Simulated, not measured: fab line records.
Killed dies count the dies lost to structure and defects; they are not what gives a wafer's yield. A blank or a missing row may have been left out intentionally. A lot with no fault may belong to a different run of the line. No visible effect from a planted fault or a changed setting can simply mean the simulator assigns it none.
fab line records    flow nand_harc
record lots=6  wafers=18  last_day=33
route steps=1302 shown A_M1@1180 A_BONDPAD@1202 END@1302
lots that met no fault: taken from a fault-free run of the same line
start_h: start of the lot's first displayed wafer, in hours after the record's first day    wait_h: how many hours have passed since the lot's step before this one    " the same as in the row above    L1.1+2: one row covering several wafers at once    - no value, or no start was given    * or withheld: withheld    < > ~ a bound
route shown NAME@n: a module of which the file shows steps, and the number in the route of the first    usual: average and standard deviation across the fault-free wafers    same: alike in all rows    chamber/n: place in a boat    sites: per-site readings    _std_site: how widely they spread, as a standard deviation    _edge_site: the outer-site mean with the inner-site mean subtracted    radius_mm: for every site, how far away it sits from the centre of the wafer    mask NAME#n: copy n    behind: the most recent tool/chamber to have shaped the wafer    hold: the reason the lot was held/the length of the hold in hours/how it ended    device: which transistor (n, p or np) failed to switch    end of line: the route-end tests of the same wafers    a step without rows: its recipe alone    killed: dies lost to structure and defects at the first sort, not the wafer's yield    map: a wafer's dies, marking killed ones x, the rest . and places with no die _
set.NAME: the setting that was run; set.NAME@STEP: the one run at that earlier step    model.NAME: the simulator's own value behind a step, which no gauge read
certain route steps with their lots: each step a table, each wafer a row
services: when a tool's chamber went out of use (start_h, in hours from the record's first day, below 0 if earlier), for how many hours, and the reason
## steps
# step NHARC_A_M1_OVL_MEAS_10
# recipe pitch_nm=240
# usual overlay_x_nm=0.1/0.68  overlay_y_nm=0.0/0.76
lot.wafer  tool        chamber  start_h  wait_h  overlay_x_nm  overlay_y_nm
L826.1     overlay-01  -        545.66   -       -1.4          -0.3
L826.4     "           -        "        "       -1.1          -0.2
L826.6     "           -        "        "       -1.2          0.5
L836.2     overlay-02  -        637.17   -       -0.2          0.8
L836.3     "           -        "        "       0.5           0.7
L836.6     "           -        "        "       0.0           1.2
L840.4     overlay-01  -        680.26   -       -0.5          -0.1
L840.5     "           -        "        "       -0.2          -0.3
L840.6     "           -        "        "       -0.7          0.2
L845.2     overlay-02  -        732.11   -       0.3           0.5
L845.3     "           -        "        "       0.3           -0.2
L845.6     "           -        "        "       0.2           0.7
L846.2     overlay-01  -        733.56   -       0.8           -0.4
L846.5     "           -        "        "       0.8           -0.3
L846.6     "           -        "        "       0.8           0.3
L848.2     overlay-02  -        744.44   -       0.8           0.7
L848.3     "           -        "        "       0.7           0.4
L848.4     "           -        "        "       0.7           0.2
# step NHARC_A_M1_INSPECT_11
# usual raw_defect_count=83/38
lot.wafer  tool               chamber  start_h  wait_h  raw_defect_count
L826.1     defect_inspect-02  -        545.70   0.0     57
L826.4     "                  -        "        "       73
L826.6     "                  -        "        "       64
L836.2     defect_inspect-01  -        637.21   0.0     45
L836.3     "                  -        "        "       52
L836.6     "                  -        "        "       43
L840.4     defect_inspect-01  -        680.30   0.0     103
L840.5     "                  -        "        "       101
L840.6     "                  -        "        "       81
L845.2     defect_inspect-02  -        732.15   0.0     71
L845.3     "                  -        "        "       62
L845.6     "                  -        "        "       78
L846.2     defect_inspect-02  -        733.59   0.0     74
L846.5     "                  -        "        "       73
L846.6     "                  -        "        "       70
L848.2     defect_inspect-01  -        744.47   0.0     62
L848.3     "                  -        "        "       72
L848.4     "                  -        "        "       48
# step NHARC_A_M1_DESCUM_14
# recipe time_s=3  o2_flow_sccm=200  ar_flow_sccm=0  bias_power_w=0  chemistry=O2
# usual drypump_motor_current_A=5.5/0.33  oes_product_au=1.008/0.011  rf_vpp_V=57.6/0.79  showerhead_plenum_p_Torr=1.88/0.063  throttle_valve_pct=11.312/0.0099
lot.wafer  tool         chamber  start_h  wait_h  drypump_motor_current_A  oes_product_au  rf_hours_counter_h  rf_vpp_V  showerhead_plenum_p_Torr  throttle_valve_pct
L826.1     rie_diel-05  0        545.77   0.1     5.5                      1.013           2.9                 56.8      1.83                      11.333
L826.4     "            2        "        "       5.7                      1.019           3.1                 57.7      1.79                      11.311
L826.6     "            3        "        "       5.5                      1.016           -                   57.3      1.93                      11.320
L836.3     rie_diel-04  0        637.27   0.1     6.0                      0.999           6.1                 57.4      1.86                      11.316
L836.2     "            2        "        "       5.0                      1.005           6.0                 56.7      1.96                      11.320
L836.6     "            0        "        "       6.0                      1.008           -                   58.2      1.86                      11.296
L840.4     rie_diel-04  3        680.37   0.1     4.9                      0.999           7.3                 57.9      1.89                      11.330
L840.6     "            2        "        "       5.0                      1.005           -                   58.6      1.96                      11.297
L840.5     "            3        "        "       4.9                      0.995           -                   59.4      1.89                      11.294
L845.2     rie_diel-05  3        732.21   0.1     5.5                      1.017           4.2                 57.1      1.93                      11.317
L845.3     "            2        "        "       5.7                      1.021           4.5                 57.1      1.79                      11.312
L845.6     "            0        "        "       5.5                      1.004           -                   57.8      1.82                      11.330
L846.2     rie_diel-04  3        733.66   0.1     4.9                      1.012           1.0                 58.3      1.89                      11.308
L846.6     "            2        "        "       5.0                      1.012           -                   58.3      1.96                      11.302
L846.5     "            3        "        "       4.9                      1.018           -                   57.7      1.89                      11.307
L848.2     rie_diel-05  1        744.53   0.1     5.6                      0.995           5.2                 57.8      1.89                      11.315
L848.3     "            2        "        "       5.8                      1.011           5.2                 56.2      1.79                      11.310
L848.4     "            0        "        "       5.5                      0.995           4.9                 57.8      1.82                      11.313
# step NHARC_A_M1_ETCH_35
# recipe target_depth_a=400  overetch_a=120  time_s=43.94  ion_energy_ev=200  n2_flow_sccm=150  h2_flow_sccm=150  ar_flow_sccm=0  rf_w=400  bias_w=150  chemistry=N2/H2
# step NHARC_A_M1_ETCH_15
# recipe target_depth_a=1825  time_s=91.2  c4f8_flow_sccm=withheld  ar_flow_sccm=400  rf_w=600  bias_w=300  chemistry=C4F8/Ar
# step NHARC_A_M1_CD_MEAS_16
# usual cd_nm=119.0/1.2
lot.wafer  tool       chamber  start_h  wait_h  cd_nm
L826.1     cd_sem-03  -        546.07   -       118.0
L826.4     "          -        "        "       120.3
L826.6     "          -        "        "       118.9
L836.2     cd_sem-02  -        637.57   -       119.5
L836.3     "          -        "        "       118.9
L836.6     "          -        "        "       118.5
L840.4     cd_sem-01  -        680.67   -       121.2
L840.5     "          -        "        "       120.6
L840.6     "          -        "        "       119.6
L845.2     cd_sem-01  -        732.52   -       119.5
L845.3     "          -        "        "       118.2
L845.6     "          -        "        "       117.9
L846.2     cd_sem-03  -        733.96   -       120.7
L846.5     "          -        "        "       118.9
L846.6     "          -        "        "       118.9
L848.2     cd_sem-02  -        744.84   -       118.1
L848.3     "          -        "        "       120.4
L848.4     "          -        "        "       118.1
# step NHARC_A_M1_STRIP_18
# recipe power_w=1000  n2_flow_sccm=150  h2_flow_sccm=150  ar_flow_sccm=0  bias_w=0  chemistry=N2/H2
# step NHARC_A_M1_ETCH_28
# recipe target_depth_a=300  over_etch_frac=0.3  time_s=72.99  ion_energy_ev=150  cf4_flow_sccm=50  n2_flow_sccm=100  ar_flow_sccm=150  rf_w=300  bias_w=100  chemistry=CF4/N2
# step NHARC_A_M1_STRIP_19
# recipe time_s=600  temp_c=30  chemistry=post_etch_residue_remover
# step NHARC_A_M1_DEGAS_29
# recipe temp_c=250  time_s=60
# usual heater_power_w=327/21
lot.wafer  tool            chamber  start_h  wait_h  heater_power_w
L826.1     pvd_sputter-01  -        546.78   -       320
L826.4     "               -        "        "       379
L826.6     "               -        "        "       326
L836.2     pvd_sputter-01  -        638.28   -       334
L836.3     "               -        "        "       364
L836.6     "               -        "        "       330
L840.4     pvd_sputter-01  -        681.39   -       361
L840.6     "               -        "        "       345
L840.5     "               -        "        "       365
L845.2     pvd_sputter-02  -        733.23   -       322
L845.3     "               -        "        "       291
L845.6     "               -        "        "       329
L846.2     pvd_sputter-01  -        734.72   -       327
L846.6     "               -        "        "       369
L846.5     "               -        "        "       317
L848.2     pvd_sputter-01  -        745.59   -       332
L848.4     "               -        "        "       328
L848.3     "               -        "        "       367
# step NHARC_A_M1_PRE_CLEAN_30
# recipe time_s=30  temp_c=280  gas=H2/He
# step NHARC_A_M1_PVD_20
# recipe target_thk_a=50  bias_v=168.6  power_w=15000  chamber_pressure_pa=0.12  time_s=8.06  substrate_temp_c=50  material=TaN
# step NHARC_A_M1_PVD_21
# recipe target_thk_a=300  chamber_pressure_pa=5  power_w=5000  substrate_temp_c=30  time_s=20.49  material=Cu
# usual cathode_dc_power_W=5000.0/0.89  throttle_valve_pct=30.4/1.4
lot.wafer  tool            chamber  start_h  wait_h  cathode_dc_power_W  throttle_valve_pct
L826.1     pvd_sputter-01  -        547.02   -       4999.4              30.2
L826.4     "               -        "        "       5000.4              31.4
L826.6     "               -        "        "       4999.3              30.6
L836.2     pvd_sputter-01  -        638.50   -       5000.2              32.2
L836.3     "               -        "        "       5000.0              32.7
L836.6     "               -        "        "       5000.7              30.0
L840.4     pvd_sputter-01  -        681.64   -       5001.2              32.1
L840.5     "               -        "        "       4997.6              30.1
L840.6     "               -        "        "       5000.1              30.7
L845.3     pvd_sputter-02  -        733.47   -       5001.4              28.7
L845.2     "               -        "        "       5001.3              28.9
L845.6     "               -        "        "       5000.2              28.7
L846.2     pvd_sputter-01  -        734.96   -       5000.8              32.6
L846.6     "               -        "        "       4999.1              30.3
L846.5     "               -        "        "       5000.2              30.6
L848.3     pvd_sputter-01  -        745.82   -       4999.4              30.6
L848.4     "               -        "        "       4998.3              32.4
L848.2     "               -        "        "       5000.0              30.1
# step NHARC_A_M1_ECD_22
# recipe target_thk_a=4000  bath_temp_c=25  material=Cu
# step NHARC_A_M1_ANNEAL_31
# recipe temp_c=225  time_s=90
# step NHARC_A_M1_CMP_23
# recipe t_overpolish_s=20  target_thk_nm=154.34
# step NHARC_A_M1_SRD_25
# step NHARC_A_M1_INSPECT_27
# usual raw_defect_count=541/110
lot.wafer  tool               chamber  start_h  wait_h  raw_defect_count
L826.1     defect_inspect-02  -        548.37   0.0     571
L826.4     "                  -        "        "       495
L826.6     "                  -        "        "       455
L836.2     defect_inspect-01  -        639.83   0.0     564
L836.3     "                  -        "        "       576
L836.6     "                  -        "        "       610
L840.4     defect_inspect-02  -        682.94   0.0     617
L840.5     "                  -        "        "       518
L840.6     "                  -        "        "       692
L845.2     defect_inspect-02  -        734.79   0.0     742
L845.3     "                  -        "        "       570
L845.6     "                  -        "        "       756
L846.2     defect_inspect-02  -        736.29   0.0     481
L846.5     "                  -        "        "       566
L846.6     "                  -        "        "       467
L848.2     defect_inspect-01  -        747.17   0.0     367
L848.3     "                  -        "        "       494
L848.4     "                  -        "        "       366
# step NHARC_A_M1_PRE_CLEAN_32
# recipe time_s=12  temp_c=370  rf_power_w=300  gas=NH3
# step NHARC_A_M1_DEP_33
# recipe target_thk_a=300  temp_c=370  target_thk_nm=30  pressure_torr=3  flow_sccm=200  rf_w=450  material=SiCN
# usual heater_power_w=543/82
lot.wafer  tool      chamber  start_h  wait_h  heater_power_w
L826.1     pecvd-04  0        548.56   0.1     582
L826.6     "         2        "        "       350
L826.4     "         0        "        "       559
L836.3     pecvd-02  0        639.98   0.1     600
L836.2     "         1        "        "       445
L836.6     "         1        "        "       447
L840.6     pecvd-02  2        683.21   0.2     551
L840.4     "         0        "        "       676
L840.5     "         1        "        "       436
L845.2     pecvd-04  0        734.98   0.1     578
L845.3     "         0        "        "       577
L845.6     "         0        "        "       575
L846.2     pecvd-04  0        736.47   0.1     575
L846.6     "         0        "        "       573
L846.5     "         1        "        "       586
L848.2     pecvd-03  1        747.36   0.1     501
L848.3     "         2        "        "       765
L848.4     "         2        "        "       736
# step NHARC_A_BONDPAD_DEP_00
# recipe target_thk_a=2500  temp_c=370  target_thk_nm=250  pressure_torr=3  flow_sccm=200  rf_w=450  material=SiCN
# step NHARC_A_BONDPAD_CMP_29
# recipe target_thk_nm=200  material=SiCN
# step NHARC_A_BONDPAD_THK_MEAS_30
# recipe thk_meas_gauge=ellipsometry
# usual thk_nm=200.4/1.5
lot.wafer  tool           chamber  start_h  wait_h  thk_nm
L826.1     film_metro-01  -        549.72   0.1     200.7
L826.4     "              -        "        "       197.4
L826.6     "              -        "        "       201.0
L836.3     film_metro-02  -        641.24   0.2     200.0
L836.6     "              -        "        "       200.5
L840.5     film_metro-02  -        684.30   0.1     200.7
L840.6     "              -        "        "       201.0
L845.2     film_metro-02  -        736.32   0.2     201.6
L845.3     "              -        "        "       201.6
L845.6     "              -        "        "       202.8
L846.2     film_metro-02  -        737.87   0.2     201.0
L846.5     "              -        "        "       198.0
L846.6     "              -        "        "       203.0
L848.2     film_metro-02  -        748.53   0.2     201.6
L848.3     "              -        "        "       202.7
L848.4     "              -        "        "       197.0
# step NHARC_A_BONDPAD_SRD_31
# step NHARC_A_BONDPAD_DEHYDRATE_01
# recipe temp_c=150  time_s=120
# step NHARC_A_BONDPAD_HMDS_02
# recipe time_s=30
# step NHARC_A_BONDPAD_COAT_33
# recipe temp_c=200  time_s=65
# step NHARC_A_BONDPAD_COAT_03
# recipe spin_rpm=2000  resist_thk_nm=600
# step NHARC_A_BONDPAD_SOFTBAKE_04
# recipe temp_c=125  time_s=70
# step NHARC_A_BONDPAD_EBR_05
# step NHARC_A_BONDPAD_EXPOSE_06
# recipe na=0.55  dose_mj=36.99  mask_id=A_BPAD
# step NHARC_A_BONDPAD_PEB_07
# recipe peb_temp_c=128  peb_time_s=80
# step NHARC_A_BONDPAD_DEVELOP_08
# recipe time_s=50  dev_temp_c=22
# step NHARC_A_BONDPAD_CD_MEAS_09
# recipe target_cd_nm=500  landing_energy_ev=500
# usual cd_nm=499.9/2.1
lot.wafer  tool       chamber  start_h  wait_h  cd_nm
L826.1     cd_sem-01  0        550.29   -       503.4
L826.4     "          0        "        "       501.9
L826.6     "          0        "        "       502.6
L836.3     cd_sem-02  0        641.81   -       499.9
L836.6     "          0        "        "       499.6
L840.5     cd_sem-01  0        684.87   -       502.0
L840.6     "          0        "        "       499.7
L845.2     cd_sem-01  0        736.88   -       499.4
L845.3     "          0        "        "       500.5
L845.6     "          0        "        "       502.0
L846.2     cd_sem-02  0        738.35   -       497.7
L846.5     "          0        "        "       499.6
L846.6     "          0        "        "       495.8
L848.2     cd_sem-02  0        748.97   -       496.6
L848.3     "          0        "        "       499.2
L848.4     "          0        "        "       496.6
# step NHARC_A_BONDPAD_OVL_MEAS_35
# usual overlay_x_nm=0/5.3  overlay_y_nm=0/4.9
lot.wafer  tool        chamber  start_h  wait_h  overlay_x_nm  overlay_y_nm
L826.1     overlay-02  -        550.38   -       6             -1
L826.4     "           -        "        "       6             -1
L826.6     "           -        "        "       6             -1
L836.3     overlay-02  -        641.89   -       6             7
L836.6     "           -        "        "       7             7
L840.5     overlay-02  -        684.95   -       -3            3
L840.6     "           -        "        "       -3            2
L845.2     overlay-01  -        736.97   -       8             -4
L845.3     "           -        "        "       8             -4
L845.6     "           -        "        "       8             -4
L846.2     overlay-01  -        738.43   -       4             6
L846.5     "           -        "        "       3             6
L846.6     "           -        "        "       4             6
L848.2     overlay-02  -        749.05   -       -6            5
L848.3     "           -        "        "       -5            4
L848.4     "           -        "        "       -6            4
# step NHARC_A_BONDPAD_HARDBAKE_10
# recipe temp_c=118  time_s=65
# step NHARC_A_BONDPAD_DESCUM_11
# recipe time_s=3  o2_flow_sccm=200  ar_flow_sccm=0  bias_power_w=0  chemistry=O2
# usual drypump_motor_current_A=5.7/0.42  oes_product_au=1.001/0.0094  rf_vpp_V=57.8/0.9  showerhead_plenum_p_Torr=1.90/0.099  throttle_valve_pct=11.310/0.0089
lot.wafer  tool         chamber  start_h  wait_h  drypump_motor_current_A  oes_product_au  rf_hours_counter_h  rf_vpp_V  showerhead_plenum_p_Torr  throttle_valve_pct
L826.1     rie_diel-13  0        550.52   -       5.8                      0.999           1                   56.2      1.83                      11.307
L826.4     "            1        "        "       5.2                      1.010           1                   57.6      2.03                      11.308
L826.6     "            2        "        "       6.2                      1.007           -                   57.5      2.00                      11.315
L836.3     rie_diel-02  1        642.02   -       6.1                      1.007           20                  57.6      1.78                      11.310
L836.6     "            0        "        "       5.6                      0.982           -                   58.0      2.07                      11.298
L840.5     rie_diel-13  3        685.10   -       6.1                      1.003           -                   57.0      1.83                      11.298
L840.6     "            0        "        "       5.8                      0.999           -                   56.4      1.83                      11.314
L845.3     rie_diel-03  2        737.09   -       5.4                      0.991           18                  59.1      2.07                      11.304
L845.2     "            0        "        "       5.7                      0.997           16                  57.0      1.77                      11.305
L845.6     "            2        "        "       5.4                      0.997           -                   58.0      2.07                      11.310
L846.2     rie_diel-03  0        738.57   -       5.8                      1.000           16                  58.1      1.77                      11.314
L846.6     "            2        "        "       5.4                      0.998           -                   57.3      2.07                      11.295
L846.5     "            3        "        "       5.4                      1.009           -                   59.9      2.01                      11.304
L848.3     rie_diel-13  3        749.18   -       6.1                      1.016           1                   57.1      1.83                      11.313
L848.2     "            1        "        "       5.2                      0.990           1                   59.2      2.02                      11.312
L848.4     "            2        "        "       6.2                      0.994           1                   59.4      1.99                      11.296
# step NHARC_A_BONDPAD_ETCH_34
# recipe target_depth_a=600  overetch_a=180  time_s=65.91  ion_energy_ev=200  n2_flow_sccm=150  h2_flow_sccm=150  ar_flow_sccm=0  rf_w=400  bias_w=150  chemistry=N2/H2
# usual drypump_motor_current_A=5.8/0.43  h2_flow_sccm=150.0/0.44  oes_product_au=1.000/0.0091  rf_vpp_V=431/3.2  showerhead_plenum_p_Torr=2.04/0.11  throttle_valve_pct=14.171/0.0084
lot.wafer  tool         chamber  start_h  wait_h  drypump_motor_current_A  h2_flow_sccm  oes_product_au  rf_hours_counter_h  rf_vpp_V  showerhead_plenum_p_Torr  throttle_valve_pct
L826.1     rie_diel-13  0        550.60   0.1     5.8                      149.9         0.995           1                   426       1.95                      14.177
L826.4     "            1        "        "       5.2                      149.7         1.005           1                   434       2.16                      14.165
L826.6     "            3        "        "       6.1                      149.8         1.003           -                   430       1.95                      14.182
L836.3     rie_diel-02  0        642.10   0.1     5.6                      150.9         0.977           18                  435       2.21                      14.155
L836.6     "            0        "        "       5.6                      150.1         0.992           -                   436       2.21                      14.187
L840.5     rie_diel-13  1        685.18   0.1     5.2                      150.1         1.006           -                   434       2.16                      14.168
L840.6     "            2        "        "       6.2                      150.1         1.013           -                   433       2.13                      14.180
L845.2     rie_diel-03  1        737.18   0.1     5.0                      149.6         1.005           15                  431       2.04                      14.177
L845.3     "            2        "        "       5.4                      149.9         0.997           18                  434       2.21                      14.180
L845.6     "            0        "        "       5.7                      150.6         0.996           -                   425       1.89                      14.180
L846.2     rie_diel-03  3        738.65   0.1     5.5                      149.8         1.010           18                  432       2.14                      14.173
L846.6     "            1        "        "       5.0                      150.2         0.995           -                   431       2.04                      14.174
L846.5     "            2        "        "       5.4                      149.7         0.994           -                   435       2.21                      14.182
L848.4     rie_diel-13  2        749.26   0.1     6.2                      150.0         0.993           1                   433       2.13                      14.165
L848.2     "            3        "        "       6.1                      148.8         1.021           1                   428       1.95                      14.169
L848.3     "            1        "        "       5.2                      150.3         0.995           1                   434       2.16                      14.166
# step NHARC_A_BONDPAD_ETCH_12
# recipe target_depth_a=2200  time_s=110  chf3_flow_sccm=50  o2_flow_sccm=10  ar_flow_sccm=200  rf_w=500  bias_w=200  chemistry=CHF3/O2
# step NHARC_A_BONDPAD_CD_MEAS_13
# usual cd_nm=499.3/2.4
lot.wafer  tool       chamber  start_h  wait_h  cd_nm
L826.1     cd_sem-02  -        550.82   -       502.5
L826.4     "          -        "        "       502.6
L826.6     "          -        "        "       501.4
L836.3     cd_sem-02  -        642.34   -       498.5
L836.6     "          -        "        "       499.3
L840.5     cd_sem-03  -        685.40   -       500.4
L840.6     "          -        "        "       499.1
L845.2     cd_sem-03  -        737.41   -       498.4
L845.3     "          -        "        "       498.3
L845.6     "          -        "        "       500.9
L846.2     cd_sem-02  -        738.87   -       495.2
L846.5     "          -        "        "       499.2
L846.6     "          -        "        "       494.3
L848.2     cd_sem-02  -        749.50   -       496.5
L848.3     "          -        "        "       496.1
L848.4     "          -        "        "       497.1
# step NHARC_END_SORT_01
# recipe temp_c=25
# usual defect_limited_yield=91/3.1  killed_at_array=59/21  killed_at_other=1.0/1.1  killed_at_periphery=4.0/2.6  killed_dies=64/21  killed_open=3.2/1.7  killed_short=2.5/1.5
# same gross_dies=677
lot.wafer  tool       chamber  start_h  wait_h  defect_limited_yield[%]  killed_at_array  killed_at_other  killed_at_periphery  killed_dies  killed_open  killed_short
L836.2     prober-01  0        674.20   2.8     0                        675              0                2                    677          4            1
L840.4     prober-02  0        715.99   3.4     0                        671              2                4                    677          1            4
# killed by level:class
L836.2 A_M1:area_pvd=630 A_CHANNEL_HOLE_D2:chamber_film_flake=22 A_CHANNEL_HOLE_D1:chamber_film_flake=9 A_CONTACT:chamber_film_flake=4 A_CHANNEL_FILL_D1:chamber_film_flake=3 A_STAIRCASE:chamber_film_flake=2 P_GATE:geometric_particle:open=1 A_ONON_D1:geometric_particle:short=1
L840.4 A_M1:area_pvd=599 A_SLIT:chamber_film_flake=31 A_CHANNEL_HOLE_D2:chamber_film_flake=25 A_CHANNEL_HOLE_D1:chamber_film_flake=5 A_CHANNEL_FILL_D1:chamber_film_flake=3 A_CHANNEL_FILL_D1:geometric_particle:short=2 P_GATE:chamber_film_flake=2 A_STAIRCASE:chamber_film_flake=2
# map L836.2 (x killed, . not)
____________x____________
_________xxxxxxx_________
_______xxxxxxxxxxx_______
______xxxxxxxxxxxxx______
_____xxxxxxxxxxxxxxx_____
____xxxxxxxxxxxxxxxxx____
____xxxxxxxxxxxxxxxxx____
___xxxxxxxxxxxxxxxxxxx___
___xxxxxxxxxxxxxxxxxxx___
__xxxxxxxxxxxxxxxxxxxxx__
__xxxxxxxxxxxxxxxxxxxxx__
_xxxxxxxxxxxxxxxxxxxxxxx_
_xxxxxxxxxxxxxxxxxxxxxxx_
_xxxxxxxxxxxxxxxxxxxxxxx_
_xxxxxxxxxxxxxxxxxxxxxxx_
_xxxxxxxxxxxxxxxxxxxxxxx_
xxxxxxxxxxxxxxxxxxxxxxxxx
xxxxxxxxxxxxxxxxxxxxxxxxx
xxxxxxxxxxxxxxxxxxxxxxxxx
xxxxxxxxxxxxxxxxxxxxxxxxx
xxxxxxxxxxxxxxxxxxxxxxxxx
_xxxxxxxxxxxxxxxxxxxxxxx_
_xxxxxxxxxxxxxxxxxxxxxxx_
_xxxxxxxxxxxxxxxxxxxxxxx_
_xxxxxxxxxxxxxxxxxxxxxxx_
_xxxxxxxxxxxxxxxxxxxxxxx_
__xxxxxxxxxxxxxxxxxxxxx__
__xxxxxxxxxxxxxxxxxxxxx__
___xxxxxxxxxxxxxxxxxxx___
___xxxxxxxxxxxxxxxxxxx___
____xxxxxxxxxxxxxxxxx____
____xxxxxxxxxxxxxxxxx____
_____xxxxxxxxxxxxxxx_____
______xxxxxxxxxxxxx______
_______xxxxxxxxxxx_______
_________xxxxxxx_________
____________x____________
# map L840.4 (x killed, . not)
____________x____________
_________xxxxxxx_________
_______xxxxxxxxxxx_______
______xxxxxxxxxxxxx______
_____xxxxxxxxxxxxxxx_____
____xxxxxxxxxxxxxxxxx____
____xxxxxxxxxxxxxxxxx____
___xxxxxxxxxxxxxxxxxxx___
___xxxxxxxxxxxxxxxxxxx___
__xxxxxxxxxxxxxxxxxxxxx__
__xxxxxxxxxxxxxxxxxxxxx__
_xxxxxxxxxxxxxxxxxxxxxxx_
_xxxxxxxxxxxxxxxxxxxxxxx_
_xxxxxxxxxxxxxxxxxxxxxxx_
_xxxxxxxxxxxxxxxxxxxxxxx_
_xxxxxxxxxxxxxxxxxxxxxxx_
xxxxxxxxxxxxxxxxxxxxxxxxx
xxxxxxxxxxxxxxxxxxxxxxxxx
xxxxxxxxxxxxxxxxxxxxxxxxx
xxxxxxxxxxxxxxxxxxxxxxxxx
xxxxxxxxxxxxxxxxxxxxxxxxx
_xxxxxxxxxxxxxxxxxxxxxxx_
_xxxxxxxxxxxxxxxxxxxxxxx_
_xxxxxxxxxxxxxxxxxxxxxxx_
_xxxxxxxxxxxxxxxxxxxxxxx_
_xxxxxxxxxxxxxxxxxxxxxxx_
__xxxxxxxxxxxxxxxxxxxxx__
__xxxxxxxxxxxxxxxxxxxxx__
___xxxxxxxxxxxxxxxxxxx___
___xxxxxxxxxxxxxxxxxxx___
____xxxxxxxxxxxxxxxxx____
____xxxxxxxxxxxxxxxxx____
_____xxxxxxxxxxxxxxx_____
______xxxxxxxxxxxxx______
_______xxxxxxxxxxx_______
_________xxxxxxx_________
____________x____________
## services
tool            chamber  start_h  hours  kind
rie_diel-05     3        522.11   4.5    repair
rie_diel-04     -        531.90   9.0    pm
pvd_sputter-01  -        534.72   7.0    repair
rie_diel-13     1        539.78   3.1    repair
pvd_sputter-02  -        540.21   4.8    repair
rie_diel-05     -        552.49   0.4    repair
rie_diel-04     -        554.37   0.3    repair
pecvd-04        2        579.90   6.9    repair
pvd_sputter-01  -        582.01   10.0   pm
rie_diel-05     -        583.60   9.0    pm
pecvd-02        -        589.00   13.0   pm
rie_diel-03     2        606.07   3.8    repair
pecvd-02        -        613.46   1.1    repair
pvd_sputter-01  -        614.95   0.8    repair
rie_diel-05     3        621.43   4.0    repair
pecvd-04        -        631.00   13.0   pm
rie_diel-03     -        635.33   9.0    pm
rie_diel-04     -        666.44   12.7   repair
pecvd-04        1        668.19   12.6   repair
rie_diel-13     1        669.50   8.3    repair
rie_diel-13     -        696.01   9.0    pm
rie_diel-04     -        708.90   9.0    pm
rie_diel-03     1        722.97   7.2    repair
pecvd-04        2        729.63   7.0    repair
## key
first_sign step=NHARC_END_SORT_01  reading=killed_at_array  direction=up  sigmas=29  usual=59  struck=673
effect step=NHARC_END_SORT_01  reading=defect_limited_yield  direction=down  sigmas=29  usual=91  struck=0
more_kills_born_at NHARC_A_M1_PVD_21@pvd_sputter-01=1229
met_at NHARC_A_M1_PVD_21
struck_wafers L836.2,L840.4
later_rows_left_out L836.2,L840.4
onset_between 547.02 638.50
fault kind=process_parameter_drift  tool=pvd_sputter-01  chamber=-  onset_h=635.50  steps=NHARC_A_M1_PVD_21  channel=target_thk_a  offset=*  shape=step  end_h=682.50  acts_in=*  stated=*  scope=struck_wafers_only
# later_rows_left_out: the simulator's readings of these wafers behind a module that went badly wrong aren't trusted and aren't shown, but for the sort
